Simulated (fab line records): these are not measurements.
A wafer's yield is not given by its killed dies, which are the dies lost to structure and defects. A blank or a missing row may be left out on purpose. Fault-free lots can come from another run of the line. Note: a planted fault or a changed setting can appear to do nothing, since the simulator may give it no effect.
2 desks, one fault + flow n5 finfet + what lay behind the numbers comes last; until then each desk has only its own

== FROM THE METROLOGY DESK ==
Means of the sampled wafers that have a number, per lot and without regard to the tool the lot ran on: this is what the gauges read. The brackets show how far a lot's mean lies from the usual mean; more than 4 standard deviations puts the lot out of limits, marked OUT. Shown here are 7 of its 11 readings, the ones lying furthest out on some lot.
Columns: A = DIBL_N at N5_BEOL_M4_RC_MEAS_101, usual 35.8 mV/V; B = DIBL_P at N5_BEOL_M4_RC_MEAS_101, usual 36.0 mV/V; C = IOFF_N at N5_BEOL_M4_RC_MEAS_101, usual 0.151 nA/um; D = IOFF_P at N5_BEOL_M4_RC_MEAS_101, usual 0.21 nA/um; E = ION_N at N5_BEOL_M4_RC_MEAS_101, usual 673 uA/um; F = SS_N at N5_BEOL_M4_RC_MEAS_101, usual 71.5 mV/dec; G = VT_P at N5_BEOL_M4_RC_MEAS_101, usual -250 mV
| lot  | first seen here | A    | B    | C     | D    | E   | F    | G    |
|------|-----------------|------|------|-------|------|-----|------|------|
| L383 | day 6 01:20     | 37.5 | 37.1 | 0.153 | 0.21 | 673 | 72.0 | -250 |
| L384 | day 6 10:20     | 36.2 | 34.9 | 0.151 | 0.20 | 674 | 71.2 | -250 |
| L395 | day 9 09:43     | 36.1 | 36.5 | 0.141 | 0.18 | 678 | 72.1 | -253 |
| L397 | day 9 19:41     | 36.1 | 35.2 | 0.137 | 0.18 | 667 | 71.1 | -254 |
| L405 | day 11 21:27    | 34.7 | 34.3 | 0.122 | 0.17 | 662 | 71.4 | -255 |
This desk's verdict: no lot among the 5 shows anything out of limits.

== AT THE TOOL OWNER'S DESK: pecvd-03 ==
The tool's own readings at N5_BEOL_M0_DEP_125 (deposits SiCN from 3MS/NH3, target thk 8 nm, time 14 s): means of the sampled wafers that have a number, for each lot that ran on this tool. The brackets show how far a lot's mean lies from the usual mean; more than 4 standard deviations puts the lot out of limits, marked OUT.
Columns: A = showerhead plenum p Torr at N5_BEOL_M0_DEP_125, usual 3.671 Torr; B = throttle valve pct at N5_BEOL_M0_DEP_125, usual 8.9 %
| lot  | first seen here | A     | B   |
|------|-----------------|-------|-----|
| L384 | day 6 10:16     | 3.667 | 9.1 |
| L395 | day 9 09:39     | 3.667 | 9.3 |
This desk's verdict: no lot among the 2 shows anything out of limits.

== BROUGHT TOGETHER ==
The metrology desk saw nothing out of limits.
The desk of the tool owner found nothing out of limits.

== WHAT THE SIMULATOR HAD PUT IN ==
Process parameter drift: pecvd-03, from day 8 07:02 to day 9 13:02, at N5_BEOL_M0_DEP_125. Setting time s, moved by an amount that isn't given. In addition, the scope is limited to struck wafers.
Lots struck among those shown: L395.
